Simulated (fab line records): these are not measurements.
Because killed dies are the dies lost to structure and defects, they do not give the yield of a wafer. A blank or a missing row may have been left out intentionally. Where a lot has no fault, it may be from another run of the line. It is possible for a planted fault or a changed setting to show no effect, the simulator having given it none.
fab line records    flow nand-harc
record: lots: 6  wafers: 18  last-day: 33
route steps=1302 shown A_ONON_D1@426
lots that met no fault: from a run of the same line without faults
start-h: hours from the record's first day to the start of the lot's first wafer shown    wait-h: how many hours have passed since the lot's step before this one    " repeats the value in the row above    L1.1+2: one row covering several wafers at once    - either no value or no given start    * or withheld: withheld    < > ~ a bound
route shown NAME@n: a module of which the file shows steps, and the number in the route of the first    usual: mean/standard deviation of fault-free wafers    same: alike in all rows    chamber/n: place in a boat    sites: each site's reading    _std_site: the standard deviation of these    _edge_site: outer sites' mean less inner sites'    radius-mm: for every site, how far away it sits from the centre of the wafer    mask NAME#n: copy n    behind: the tool/chamber that last shaped the wafer    hold: reason for holding the lot/hours on hold/outcome of the hold    device: whichever transistor did not switch (one of n, p or np)    end of line: the route-end tests of the same wafers    a step given without rows: its recipe and nothing more    killed: not the wafer's yield, but the dies lost to structure and defects at the first sort    map: per-die view of a wafer (x killed, . not killed, _ where there is no die)
set.NAME: the setting the step ran with; set.NAME@STEP: the setting that earlier step ran with    model.NAME: the simulator's own value behind a step, which no gauge read
lots seen at some steps along the route; tables by step, rows by wafer
services: a tool's chamber out of use, with start hour (start-h, from the record's first day; less than 0 if before it), hours out, and reason
== steps ==
step: NHARC_A_ONON_D1_DEP_03
recipe: target-thk-a: 10000  n2-flow-sccm: 2750  n2o-flow-sccm: 2000  nh3-flow-sccm: 500  sih4-flow-sccm: 210  temp-c: 400
step: NHARC_A_ONON_D1_THK_MEAS_05
recipe: thk-meas-gauge: ellipsometry
usual: thk-nm: 998/7.7
lot.wafer  tool           chamber  start-h  wait-h  thk-nm
L270.1     film-metro-02  -        177.75   -       1007
L270.3     "              -        "        "       1005
L270.5     "              -        "        "       1006
L272.2     film-metro-02  -        194.45   -       995
L272.5     "              -        "        "       993
L272.6     "              -        "        "       994
L275.4     film-metro-02  -        228.37   -       1010
L275.5     "              -        "        "       1010
L275.6     "              -        "        "       1010
L278.1     film-metro-02  -        247.33   -       998
L278.3     "              -        "        "       996
L278.6     "              -        "        "       996
L282.1     film-metro-01  -        311.11   -       999
L282.2     "              -        "        "       999
L282.4     "              -        "        "       999
L292.1     film-metro-01  -        390.22   -       993
L292.2     "              -        "        "       991
L292.5     "              -        "        "       990
step: NHARC_A_ONON_D1_DEP_06
recipe: target-thk-a: 10000  n2-flow-sccm: 2750  n2o-flow-sccm: 2000  nh3-flow-sccm: 500  sih4-flow-sccm: 210  temp-c: 400
step: NHARC_A_ONON_D1_THK_MEAS_08
recipe: thk-meas-gauge: ellipsometry
usual: thk-nm: 1000/8.1
lot.wafer  tool           chamber  start-h  wait-h  thk-nm
L270.1     film-metro-02  -        178.31   -       999
L270.3     "              -        "        "       1002
L270.5     "              -        "        "       1002
L272.2     film-metro-02  -        195.02   -       994
L272.5     "              -        "        "       993
L272.6     "              -        "        "       993
L275.4     film-metro-02  -        228.94   -       1006
L275.5     "              -        "        "       1006
L275.6     "              -        "        "       1008
L278.1     film-metro-02  -        247.90   -       1001
L278.3     "              -        "        "       1000
L278.6     "              -        "        "       999
L282.1     film-metro-01  -        311.68   -       1001
L282.2     "              -        "        "       1002
L282.4     "              -        "        "       1001
L292.1     film-metro-02  -        390.78   -       1009
L292.2     "              -        "        "       1009
L292.5     "              -        "        "       1007
step: NHARC_A_ONON_D1_DEP_09
recipe: target-thk-a: 10000  n2-flow-sccm: 2750  n2o-flow-sccm: 2000  nh3-flow-sccm: 500  sih4-flow-sccm: 210  temp-c: 400
step: NHARC_A_ONON_D1_THK_MEAS_11
recipe: thk-meas-gauge: ellipsometry
usual: thk-nm: 1002/9.9
lot.wafer  tool           chamber  start-h  wait-h  thk-nm
L270.1     film-metro-02  -        178.88   -       995
L270.3     "              -        "        "       997
L270.5     "              -        "        "       996
L272.2     film-metro-02  -        195.59   -       1019
L272.5     "              -        "        "       1020
L272.6     "              -        "        "       1019
L275.4     film-metro-02  -        229.51   -       1004
L275.5     "              -        "        "       1003
L275.6     "              -        "        "       1006
L278.1     film-metro-01  -        248.50   -       998
L278.3     "              -        "        "       997
L278.6     "              -        "        "       996
L282.1     film-metro-02  -        312.24   -       1000
L282.2     "              -        "        "       1001
L282.4     "              -        "        "       1000
L292.1     film-metro-01  -        391.35   -       995
L292.2     "              -        "        "       996
L292.5     "              -        "        "       994
step: NHARC_A_ONON_D1_DEP_12
recipe: target-thk-a: 10000  n2-flow-sccm: 2750  n2o-flow-sccm: 2000  nh3-flow-sccm: 500  sih4-flow-sccm: 210  temp-c: 400
step: NHARC_A_ONON_D1_THK_MEAS_14
recipe: thk-meas-gauge: ellipsometry
usual: thk-nm: 999/12
lot.wafer  tool           chamber  start-h  wait-h  thk-nm
L270.1     film-metro-01  -        179.44   -       990
L270.3     "              -        "        "       991
L270.5     "              -        "        "       993
L272.2     film-metro-01  -        196.16   -       993
L272.5     "              -        "        "       991
L272.6     "              -        "        "       994
L275.4     film-metro-02  -        230.08   -       994
L275.5     "              -        "        "       994
L275.6     "              -        "        "       997
L278.1     film-metro-02  -        249.07   -       1003
L278.3     "              -        "        "       1003
L278.6     "              -        "        "       1003
L282.1     film-metro-02  -        312.80   -       986
L282.2     "              -        "        "       987
L282.4     "              -        "        "       987
L292.1     film-metro-02  -        391.92   -       1018
L292.2     "              -        "        "       1019
L292.5     "              -        "        "       1017
step: NHARC_A_ONON_D1_ANNEAL_15
recipe: temp-c: 750  time-s: 3600
step: NHARC_A_ONON_D1_DEP_16
recipe: target-thk-a: 10000  n2-flow-sccm: 2750  n2o-flow-sccm: 2000  nh3-flow-sccm: 500  sih4-flow-sccm: 210  temp-c: 400
step: NHARC_A_ONON_D1_THK_MEAS_18
recipe: thk-meas-gauge: ellipsometry
usual: thk-nm: 1002/8.6
lot.wafer  tool           chamber  start-h  wait-h  thk-nm
L270.1     film-metro-01  -        189.95   -       999
L270.3     "              -        "        "       998
L270.5     "              -        "        "       998
L272.2     film-metro-01  -        204.64   -       996
L272.5     "              -        "        "       997
L272.6     "              -        "        "       998
L275.4     film-metro-01  -        241.88   -       1000
L275.5     "              -        "        "       1000
L275.6     "              -        "        "       1000
L278.1     film-metro-02  -        259.44   -       985
L278.3     "              -        "        "       986
L278.6     "              -        "        "       984
L282.1     film-metro-02  -        320.60   -       1011
L282.2     "              -        "        "       1010
L282.4     "              -        "        "       1012
L292.1     film-metro-01  -        401.90   -       1011
L292.2     "              -        "        "       1012
L292.5     "              -        "        "       1016
step: NHARC_A_ONON_D1_DEP_19
recipe: target-thk-a: 10000  n2-flow-sccm: 2750  n2o-flow-sccm: 2000  nh3-flow-sccm: 500  sih4-flow-sccm: 210  temp-c: 400
lot.wafer   tool           chamber  start-h  wait-h
L270.1+3+5  pecvd-onon-01  0        190.00   0.1
L272.2+5+6  pecvd-onon-04  0        204.76   0.1
L275.4+5+6  pecvd-onon-01  0        242.11   0.2
L278.1+3+6  pecvd-onon-01  0        259.49   0.1
L282.1+2+4  pecvd-onon-01  0        320.65   0.1
L292.1+2+5  pecvd-onon-01  0        401.96   0.1
step: NHARC_A_ONON_D1_THK_MEAS_21
recipe: thk-meas-gauge: ellipsometry
usual: thk-nm: 1000/10
lot.wafer  tool           chamber  start-h  wait-h  thk-nm
L270.1     film-metro-01  -        190.51   -       1013
L270.3     "              -        "        "       1010
L270.5     "              -        "        "       1010
L272.2     film-metro-01  -        205.21   -       997
L272.5     "              -        "        "       996
L272.6     "              -        "        "       995
L275.4     film-metro-01  -        242.45   -       913
L275.5     "              -        "        "       912
L275.6     "              -        "        "       913
L278.1     film-metro-01  -        260.00   -       924
L278.3     "              -        "        "       924
L278.6     "              -        "        "       926
L282.1     film-metro-01  -        321.16   -       995
L282.2     "              -        "        "       993
L282.4     "              -        "        "       995
L292.1     film-metro-01  -        402.47   -       995
L292.2     "              -        "        "       996
L292.5     "              -        "        "       995
step: NHARC_A_ONON_D1_DEP_22
recipe: target-thk-a: 10000  n2-flow-sccm: 2750  n2o-flow-sccm: 2000  nh3-flow-sccm: 500  sih4-flow-sccm: 210  temp-c: 400
== services ==
tool           chamber  start-h  hours  kind
pecvd-onon-01  -        269.00   13.0   pm
pecvd-onon-01  -        301.28   9.1    repair
pecvd-onon-04  -        311.52   13.0   pm
pecvd-onon-01  -        388.73   0.1    repair
== key ==
first-sign: step: NHARC_A_ONON_D1_THK_MEAS_21  reading: thk-nm  direction: down  sigmas: 7.8  usual: 1000  struck: 919
effect none on later readings
met-at NHARC_A_ONON_D1_DEP_19
struck-wafers L275.4,L275.5,L275.6,L278.1,L278.3,L278.6
later-rows-left-out L275.4,L275.5,L275.6,L278.1,L278.3,L278.6
sort-left-out L275.4,L275.5,L275.6,L278.1,L278.3,L278.6
tester-left-out L275,L278
onset-between 190.00 242.11
fault: kind: process-parameter-drift  tool: pecvd-onon-01  chamber: -  onset-h: 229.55  steps: NHARC_A_ONON_D1_DEP_19  channel: target-thk-a  offset: *  shape: step  end-h: 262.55  acts-in: *  stated: *
tester-left-out: of these lots the tester's yield and bins aren't shown, on N5 and GAA mostly nor the transistor test; their killed dies are dies lost to structure and defects alone, not to doping, threshold or leakage, so they don't give the yield
sort-left-out: the simulated sort isn't trusted on such a fault, so these wafers' sort isn't shown, and their yield isn't known
later-rows-left-out: the simulator's readings of these wafers behind a module that went badly wrong aren't trusted and aren't shown, but for the sort
